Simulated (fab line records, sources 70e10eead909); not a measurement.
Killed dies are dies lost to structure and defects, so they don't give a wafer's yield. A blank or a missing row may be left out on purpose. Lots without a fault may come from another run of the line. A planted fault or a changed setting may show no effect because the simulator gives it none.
Which tool did it? | flow nand_harc | 6 lots, 18 wafers sampled, at 2 steps of a route of 1159

WHAT THE GAUGES READ, wafer by wafer
NHARC_P_GATE_CD_MEAS_11: target cd 1640 nm.
lot  | measured    | on        | cd_nm (nm)
L726 | day 4 07:19 | cd_sem-01 | 1639.1 1636.7 1638.0
L728 | day 4 17:34 | cd_sem-03 | 1641.3 1637.4 1640.3
L731 | day 5 15:31 | cd_sem-01 | 1636.6 1636.6 1638.4
L737 | day 7 09:17 | cd_sem-01 | - - -
L745 | day 8 23:03 | cd_sem-03 | 1637.6 1638.3 1638.4
L746 | day 9 14:31 | cd_sem-03 | 1640.3 1641.2 1642.7

WHICH TOOL RAN EACH LOT (tool, then ch and the chambers of the sampled wafers, then the start)
lot  | NHARC_P_GATE_EXPOSE_08
L726 | krf_scanner-03 ch 0, day 4 07:10
L728 | krf_scanner-02 ch 0, day 4 17:25
L731 | krf_scanner-03 ch 0, day 5 15:22
L737 | krf_scanner-02 ch 0, day 7 09:07
L745 | krf_scanner-01 ch 0, day 8 22:54
L746 | krf_scanner-03 ch 0, day 9 14:22
- NHARC_P_GATE_EXPOSE_08: exposes mask P HV.

THE ANSWER, worked out from the rows above alone
Rule: what is usual is taken from the lots themselves. Put in order of their means at a reading, lots are off if they are a third of the lots or fewer, leave a main group of 4 or more, and stand apart from it by a gap of 3 or more times the standard deviation of the main group's means; of several such gaps the widest counts. A main group whose means are all the same, to the digits that the tables above print for the reading, isn't used. A lot without any number at a reading at which 4 lots or more have one is off too. The other lots that the step has rows for count as sound.
Off: L737, at NHARC_P_GATE_CD_MEAS_11 (cd_nm). Without a number there: L737. The main group: mean 1638.9 nm, standard deviation 1.5.
A tool fits if, at a process step before that reading, it ran every lot that is off, and no sound lot after the first of them. The gauges at NHARC_P_GATE_CD_MEAS_11 are tried like those tools. Can't be told from this: 2 tools fit, krf_scanner-02 at NHARC_P_GATE_EXPOSE_08, cd_sem-01 at NHARC_P_GATE_CD_MEAS_11.

WHAT THE SIMULATOR HAD PUT IN
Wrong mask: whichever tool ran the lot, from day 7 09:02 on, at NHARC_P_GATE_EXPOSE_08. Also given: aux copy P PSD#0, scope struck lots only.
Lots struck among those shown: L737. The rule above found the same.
